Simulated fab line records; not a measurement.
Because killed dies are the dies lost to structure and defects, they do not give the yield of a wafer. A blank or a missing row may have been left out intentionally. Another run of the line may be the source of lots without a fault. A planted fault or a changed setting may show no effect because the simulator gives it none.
Which tool is to blame? + flow n5Finfet + 27 wafers from 9 lots sampled at 5 of the route's 1938 steps

== WHAT THE GAUGES SHOWED, per wafer ==
N5_BEOL_M4_RC_MEAS_101.
| lot  | measured     | on        | DIBL_N (mV/V)  | DIBL_P (mV/V)  | IOFF_N (nA/um)    | IOFF_P (nA/um) | ION_N (uA/um) | ION_P (uA/um) | SS_N (mV/dec)  | SS_P (mV/dec)  | VT_N (mV)         | VT_P (mV)      |
|------|--------------|-----------|----------------|----------------|-------------------|----------------|---------------|---------------|----------------|----------------|-------------------|----------------|
| L965 | day 8 16:52  | prober-02 | 35.2 36.5 34.0 | 35.6 37.4 34.8 | 0.146 0.168 0.126 | 0.18 0.20 0.17 | 664 671 669   | 451 454 453   | 72.2 72.1 71.1 | 73.3 74.0 73.0 | 253.0 251.3 252.2 | -256 -255 -253 |
| L966 | day 9 09:17  | prober-02 | 38.2 37.8 36.8 | 36.8 37.5 36.2 | 0.170 0.172 0.154 | 0.20 0.20 0.18 | 676 682 681   | 451 458 465   | 71.7 71.7 70.8 | 73.0 73.5 73.3 | 246.3 248.8 248.1 | -252 -254 -254 |
| L970 | day 10 23:01 | prober-02 | 35.3 34.5 35.5 | 36.6 35.5 35.6 | 0.152 0.133 0.142 | 0.21 0.19 0.20 | 668 664 662   | 458 456 455   | 71.9 71.6 71.7 | 73.1 72.4 72.9 | 249.3 250.4 252.5 | -251 -252 -251 |
| L975 | day 11 15:20 | prober-01 | 37.1 38.1 36.8 | 35.0 36.5 35.5 | 0.145 0.171 0.142 | 0.19 0.22 0.19 | 661 664 663   | 449 459 458   | 70.9 71.4 71.2 | 72.9 73.3 72.8 | 252.3 250.1 250.8 | -252 -250 -254 |
| L982 | day 12 17:49 | prober-01 | 34.4 34.2 36.5 | 35.4 34.4 35.7 | 0.139 0.137 0.171 | 0.20 0.19 0.20 | 681 682 669   | 471 461 459   | 71.0 70.4 70.6 | 73.0 73.2 73.6 | 249.3 250.0 246.5 | -250 -250 -249 |
| L983 | day 13 17:42 | prober-01 | 34.7 34.2 35.3 | 34.4 34.5 34.9 | 0.133 0.122 0.134 | 0.17 0.17 0.18 | 656 664 669   | 453 452 459   | 71.4 71.5 71.7 | 72.7 72.2 73.5 | 252.5 252.3 253.1 | -254 -253 -252 |
| L985 | day 14 16:38 | prober-02 | 37.8 37.4 38.6 | 38.2 37.7 39.7 | 0.167 0.154 0.186 | 0.22 0.21 0.24 | 665 661 679   | 453 459 463   | 71.4 71.3 71.7 | 73.6 73.1 73.4 | 249.4 250.7 250.4 | -250 -251 -251 |
| L986 | day 14 00:37 | prober-02 | 35.7 35.4 35.3 | 36.6 36.2 36.6 | 0.149 0.144 0.150 | 0.21 0.20 0.21 | 667 667 671   | 460 463 465   | 71.2 71.3 71.4 | 72.6 72.9 73.3 | 250.2 253.2 250.8 | -249 -251 -248 |
| L987 | day 15 03:52 | prober-01 | 38.4 36.3 37.2 | 39.0 36.1 37.6 | 0.203 0.148 0.176 | 0.27 0.21 0.25 | 669 668 677   | 463 465 469   | 72.2 71.8 71.7 | 74.1 73.2 73.3 | 247.8 252.4 249.6 | -246 -250 -245 |

== TOOL THAT RAN EACH LOT (tool first, then ch and the chambers of the sampled wafers, then the start) ==
| lot  | N5_SD_EPI_N_ETCH_16              | N5_SD_EPI_N_SD_RECESS_17       | N5_SD_EPI_P_ETCHBACK_46          | N5_SD_EPI_P_ETCH_16              |
|------|----------------------------------|--------------------------------|----------------------------------|----------------------------------|
| L965 | rieDiel-01 ch 2,3, day 3 04:55   | rieSi-03 ch 1,2,3, day 3 05:02 | rieDiel-04 ch 1,2, day 3 10:20   | rieDiel-04 ch 1,2, day 3 10:32   |
| L966 | rieDiel-01 ch 0,1,3, day 3 13:34 | rieSi-05 ch 0,1,3, day 3 13:39 | rieDiel-04 ch 1,2,3, day 3 20:39 | rieDiel-04 ch 1,2,3, day 3 20:51 |
| L970 | rieDiel-01 ch 2,3, day 4 09:48   | rieSi-06 ch 1,2,3, day 4 09:52 | rieDiel-06 ch 1,2,3, day 4 14:08 | rieDiel-06 ch 1,2,3, day 4 14:20 |
| L975 | rieDiel-03 ch 0,2,3, day 5 21:33 | rieSi-06 ch 0,1, day 5 21:37   | rieDiel-06 ch 1,2, day 6 01:39   | rieDiel-06 ch 1,2, day 6 01:51   |
| L982 | rieDiel-02 ch 1,2,3, day 7 08:24 | rieSi-03 ch 2,3, day 7 08:28   | rieDiel-04 ch 0,1,2, day 7 12:37 | rieDiel-04 ch 0,1,2, day 7 12:49 |
| L983 | rieDiel-01 ch 2,3, day 7 15:47   | rieSi-03 ch 2,3, day 7 15:52   | rieDiel-05 ch 0,1,2, day 7 19:57 | rieDiel-05 ch 0,1,2, day 7 20:09 |
| L985 | rieDiel-03 ch 0,2,3, day 8 03:08 | rieSi-03 ch 0,2, day 8 03:13   | rieDiel-04 ch 0,1, day 8 08:07   | rieDiel-04 ch 0,1, day 8 08:19   |
| L986 | rieDiel-03 ch 0,1,2, day 8 08:44 | rieSi-05 ch 0,1,2, day 8 08:49 | rieDiel-06 ch 0,3, day 8 13:53   | rieDiel-06 ch 0,3, day 8 14:05   |
| L987 | rieDiel-02 ch 0,2,3, day 8 17:40 | rieSi-05 ch 0,2, day 8 17:44   | rieDiel-06 ch 0,1,3, day 8 22:38 | rieDiel-06 ch 0,1,3, day 8 22:50 |
- N5_SD_EPI_N_ETCH_16: etches SiO2 in CHF3/O2, target depth 5 nm.
- N5_SD_EPI_N_SD_RECESS_17: chemistry HBr/Cl2/O2, target depth 41 nm, time 23.7 s, bt time 3 s.
- N5_SD_EPI_P_ETCHBACK_46: etches SiNx in CH3F/O2, stops on SiO2, target depth 17.5 nm.
- N5_SD_EPI_P_ETCH_16: etches SiO2 in CHF3/O2, target depth 5 nm.

== WHAT THE TOOLS THEMSELVES READ (means of the sampled wafers that have a number; where no wafer has one, the mark that the record gives instead) ==
N5_SD_EPI_N_ETCH_16.
| lot  | tool       | drypumpMotorCurrentA (A) | oesProductAu (a.u.) | rfVppV (V) | showerheadPlenumPTorr (Torr) | throttleValvePct (%) |
|------|------------|--------------------------|---------------------|------------|------------------------------|----------------------|
| L965 | rieDiel-01 | 5.4                      | 0.75                | 531        | 2.47                         | 18.96                |
| L966 | rieDiel-01 | 5.8                      | 0.73                | 525        | 2.40                         | 18.82                |
| L970 | rieDiel-01 | 5.7                      | 0.78                | 533        | 2.46                         | 18.88                |
| L975 | rieDiel-03 | 5.9                      | 0.76                | 521        | 2.51                         | 18.95                |
| L982 | rieDiel-02 | 6.4                      | 0.76                | 526        | 2.44                         | 18.98                |
| L983 | rieDiel-01 | 5.4                      | 0.72                | 530        | 2.46                         | 19.03                |
| L985 | rieDiel-03 | 5.9                      | 0.84                | 520        | 2.50                         | 18.86                |
| L986 | rieDiel-03 | 6.0                      | 0.83                | 515        | 2.43                         | 18.85                |
| L987 | rieDiel-02 | 6.1                      | 0.84                | 524        | 2.46                         | 18.96                |

N5_SD_EPI_N_SD_RECESS_17.
| lot  | tool     | drypumpMotorCurrentA (A) | oesProductAu (a.u.) | throttleValvePct (%) |
|------|----------|--------------------------|---------------------|----------------------|
| L965 | rieSi-03 | 5.7                      | 0.982               | 37.12                |
| L966 | rieSi-05 | 5.4                      | 1.009               | 37.14                |
| L970 | rieSi-06 | 5.7                      | 1.003               | 37.10                |
| L975 | rieSi-06 | 5.8                      | 0.996               | 37.01                |
| L982 | rieSi-03 | 5.6                      | 0.973               | 37.25                |
| L983 | rieSi-03 | 5.6                      | 0.975               | 37.27                |
| L985 | rieSi-03 | 5.3                      | 1.000               | 36.97                |
| L986 | rieSi-05 | 5.4                      | 1.012               | 37.26                |
| L987 | rieSi-05 | 5.2                      | 1.006               | 37.18                |

N5_SD_EPI_P_ETCHBACK_46.
| lot  | tool       | drypumpMotorCurrentA (A) | oesProductAu (a.u.) | rfVppV (V) | showerheadPlenumPTorr (Torr) | throttleValvePct (%) |
|------|------------|--------------------------|---------------------|------------|------------------------------|----------------------|
| L965 | rieDiel-04 | 5.6                      | 0.67                | 294        | 1.96                         | 16.21                |
| L966 | rieDiel-04 | 6.0                      | 0.66                | 296        | 1.92                         | 16.32                |
| L970 | rieDiel-06 | 6.2                      | 0.64                | 299        | 2.04                         | 16.67                |
| L975 | rieDiel-06 | 6.2                      | 0.68                | 301        | 2.06                         | 16.55                |
| L982 | rieDiel-04 | 5.8                      | 0.61                | 297        | 1.94                         | 16.23                |
| L983 | rieDiel-05 | 5.5                      | 0.65                | 299        | 2.05                         | 16.42                |
| L985 | rieDiel-04 | 5.7                      | 0.65                | 296        | 1.92                         | 16.16                |
| L986 | rieDiel-06 | 6.2                      | 0.66                | 302        | 2.00                         | 16.54                |
| L987 | rieDiel-06 | 6.2                      | 0.69                | 300        | 2.02                         | 16.52                |

N5_SD_EPI_P_ETCH_16.
| lot  | tool       | drypumpMotorCurrentA (A) | oesProductAu (a.u.) | rfVppV (V) | showerheadPlenumPTorr (Torr) | throttleValvePct (%) |
|------|------------|--------------------------|---------------------|------------|------------------------------|----------------------|
| L965 | rieDiel-04 | 5.6                      | 0.79                | 519        | 2.36                         | 18.75                |
| L966 | rieDiel-04 | 6.0                      | 0.78                | 521        | 2.32                         | 18.85                |
| L970 | rieDiel-06 | 6.2                      | 0.74                | 529        | 2.46                         | 19.21                |
| L975 | rieDiel-06 | 6.2                      | 0.78                | 530        | 2.48                         | 19.12                |
| L982 | rieDiel-04 | 5.8                      | 0.75                | 523        | 2.34                         | 18.77                |
| L983 | rieDiel-05 | 5.5                      | 0.76                | 528        | 2.46                         | 18.96                |
| L985 | rieDiel-04 | 5.7                      | 0.76                | 522        | 2.32                         | 18.69                |
| L986 | rieDiel-06 | 6.2                      | 0.77                | 534        | 2.42                         | 19.10                |
| L987 | rieDiel-06 | 6.2                      | 0.82                | 529        | 2.43                         | 19.09                |

== THE ANSWER, worked out from the rows above alone ==
Rule: usual is defined by the lots themselves. The widest of any qualifying gaps counts: lots, ordered by their means at a reading, are off when they make up no more than a third of the lots, leave a main group of 4 or more, and stand apart from it by 3 or more times the standard deviation of that group's means. Not used: any main group whose means are identical at the precision the tables above print for the reading. Also off: a lot with no number at a reading for which 4 or more lots have one. The other lots that the step has rows for count as sound. First the gauges in route order, then the tools' own readings, where a lot's mean is used as printed above. At the first step where some lot is off, the reading lying furthest off is the one used; lots without a number count as furthest.
No lot is off on any of the readings shown, so nothing can be concluded from this.

== WHAT HAD BEEN PUT IN BY THE SIMULATOR ==
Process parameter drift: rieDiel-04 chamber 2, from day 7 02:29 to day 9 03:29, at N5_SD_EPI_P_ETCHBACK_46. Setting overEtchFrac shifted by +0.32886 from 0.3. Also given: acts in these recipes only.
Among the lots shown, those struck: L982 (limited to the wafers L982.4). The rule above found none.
